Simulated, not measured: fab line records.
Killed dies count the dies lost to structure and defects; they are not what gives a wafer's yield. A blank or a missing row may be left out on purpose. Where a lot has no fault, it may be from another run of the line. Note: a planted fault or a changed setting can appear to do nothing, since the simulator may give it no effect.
Comparing a struck lot with a sound one | flow nand_harc | 14 out of 1302 route steps
Sound: wafers L479.3, L479.5, L479.6. Wafers struck: L483.4, L483.5, L483.6. Last of all comes the cause.
Per side, at each step with rows, come the tool, then ch with its chambers, and then its first start. Under that, the readings that differ: sound wafers | struck wafers | difference of the means | sigmas: that difference in standard deviations of wafers without a fault.
alike: a reading whose means differ by less than 2 such deviations, as well as words and numbers matching on both sides. not compared: withheld readings; readings where some wafer has no value; bounds like >300 that might hide an equal value; numbers whose values overlap and for which the record gives no deviation.
A row with sigmas, a row that says differs or no value, or rows on one side alone: a step with any of these is where the two part. Numbers that don't overlap but have no deviation are shown without sigmas and don't part them. A reading that every wafer of one side lacks parts them only if that side has two wafers or more.

NHARC_P_M2_INSPECT_27:
  struck on defect_inspect-01, day 12 16:09; sound on defect_inspect-02, day 10 18:46
  alike: raw_defect_count
NHARC_P_M2_PRE_CLEAN_32: time 12 s.
  sound on pecvd-04 ch 0,1, day 10 18:50; struck on pecvd-03 ch 0,1,2, day 12 16:15
  reading            | sound       | struck      | difference | sigmas
  heater_power_w (W) | 577 496 559 | 723 774 681 | +182       | +2
NHARC_P_M2_DEP_33: deposits SiCN, target thk 30 nm.
  sound on pecvd-04 ch 0,1, day 10 18:57; struck on pecvd-03 ch 0,1,2, day 12 16:25
  alike: heater_power_w
NHARC_P_BONDPAD_DEP_00: deposits SiCN, target thk 250 nm.
  sound on pecvd-03 ch 0,1,2, day 10 19:20; struck on pecvd-03 ch 0,1,2
  alike: heater_power_w
NHARC_P_BONDPAD_CMP_32: polishes SiCN, target thk 200 nm.
  sound on cmp-03 ch 0,3, day 10 19:45; struck on cmp-01 ch 2,3, day 12 17:05
  alike: motor_current_A, slurry_filter_dp_kPa
NHARC_P_BONDPAD_THK_MEAS_33: measures by ellipsometry.
  struck on film_metro-02, day 12 17:21; sound on film_metro-02, day 10 20:01
  alike: thk_nm
then, 5 steps without rows for these wafers: NHARC_P_BONDPAD_SRD_34; NHARC_P_BONDPAD_DEHYDRATE_01 (time 120 s); NHARC_P_BONDPAD_HMDS_02 (time 30 s); NHARC_P_BONDPAD_COAT_36 (time 65 s); NHARC_P_BONDPAD_COAT_03 (resist thk 600 nm).
NHARC_P_BONDPAD_SOFTBAKE_04: time 70 s.
  sound on litho_track-02 ch 0, day 10 20:00; struck on litho_track-02 ch 0, day 12 17:00
  reading                  | sound             | struck            | difference | sigmas
  heater_power_total_W (W) | 201.4 201.4 202.1 | 209.2 207.3 206.2 | +5.9       | +5
after that, 1 step had no rows for these wafers: NHARC_P_BONDPAD_EBR_05.
-- break in the record here, with 17 days between the starts of the struck wafers on either side (left off in module P_BONDPAD, picked up again in module END, where the first step shown is number 1302 on the route) --
NHARC_END_SORT_01:
  sound on prober-02 ch 0, day 28 22:28; struck on prober-01 ch 0, day 30 00:45
  alike: defect_limited_yield, killed_at_array, killed_at_other, killed_at_periphery, killed_dies, killed_open, killed_short

WHERE THEY PART
At NHARC_P_M2_PRE_CLEAN_32 first; at NHARC_P_BONDPAD_SOFTBAKE_04 last (within this record only). Later steps at which nothing parts them and some readings are alike: NHARC_END_SORT_01.

WHY: what had been put in by the simulator
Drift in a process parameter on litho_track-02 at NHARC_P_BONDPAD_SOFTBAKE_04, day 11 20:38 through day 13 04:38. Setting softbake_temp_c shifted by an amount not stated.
